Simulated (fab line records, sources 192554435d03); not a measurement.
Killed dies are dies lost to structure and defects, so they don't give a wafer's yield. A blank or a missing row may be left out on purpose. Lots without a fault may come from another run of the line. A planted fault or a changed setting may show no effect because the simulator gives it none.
Chamber matching | flow n5_finfet | N5_BEOL_M13_ETCH_59 on rie_diel-05: 4 sister chambers
The step etches BARC in N2/H2, target depth 89 nm, overetch 26.7 nm, time 67.9 s. 8 wafers are shown with their chamber, then 11 later ones without.

WAFERS WITH THEIR CHAMBER
wafer  | chamber | drypump_motor_current_A (A) | showerhead_plenum_p_Torr (Torr)
L081.1 | 0       | 5.8                         | 2.50
L081.6 | 0       | 5.8                         | 2.49
L082.1 | 2       | 6.2                         | 2.48
L082.4 | 2       | 6.2                         | 2.48
L084.1 | 3       | 6.4                         | 2.52
L084.2 | 1       | 5.4                         | 2.57
L084.4 | 3       | 6.3                         | 2.52
L085.2 | 1       | 5.4                         | 2.57

WAFERS WITHOUT THEIR CHAMBER
wafer  | drypump_motor_current_A (A) | showerhead_plenum_p_Torr (Torr)
L085.3 | 6.3                         | 2.51
L085.6 | 6.3                         | 2.51
L087.2 | 6.4                         | 2.51
L087.3 | 6.2                         | 2.47
L087.5 | 5.3                         | 2.57
L091.1 | 6.2                         | 2.47
L091.4 | 5.8                         | 2.49
L091.6 | 5.8                         | 2.49
L096.1 | 5.8                         | 2.48
L096.2 | 5.3                         | 2.56
L096.3 | 6.4                         | 2.50

WHICH CHAMBER EACH WENT THROUGH
wafer  | from the rows above | in truth
L085.3 | 3                   | 3
L085.6 | 3                   | 3
L087.2 | 3                   | 3
L087.3 | 2                   | 2
L087.5 | 1                   | 1
L091.1 | 2                   | 2
L091.4 | 0                   | 0
L091.6 | 0                   | 0
L096.1 | 0                   | 0
L096.2 | 1                   | 1
L096.3 | 3                   | 3
Placed correctly: 11 of 11. Can't be placed from these rows: 0. Placed wrongly: 0.
How it was worked out, from the rows above alone: a wafer's distance from a chamber is the root of the sum, over the readings, of the square of ((its reading less the chamber's mean) divided by the reading's scatter). The wafer belongs to the nearest chamber; if the next one is less than 2 further off, it can't be placed. A chamber's mean is the mean of its shown wafers. The scatter: the root of (the sum of the squares of (reading less its chamber's mean) over the shown wafers, divided by (wafers less chambers)).
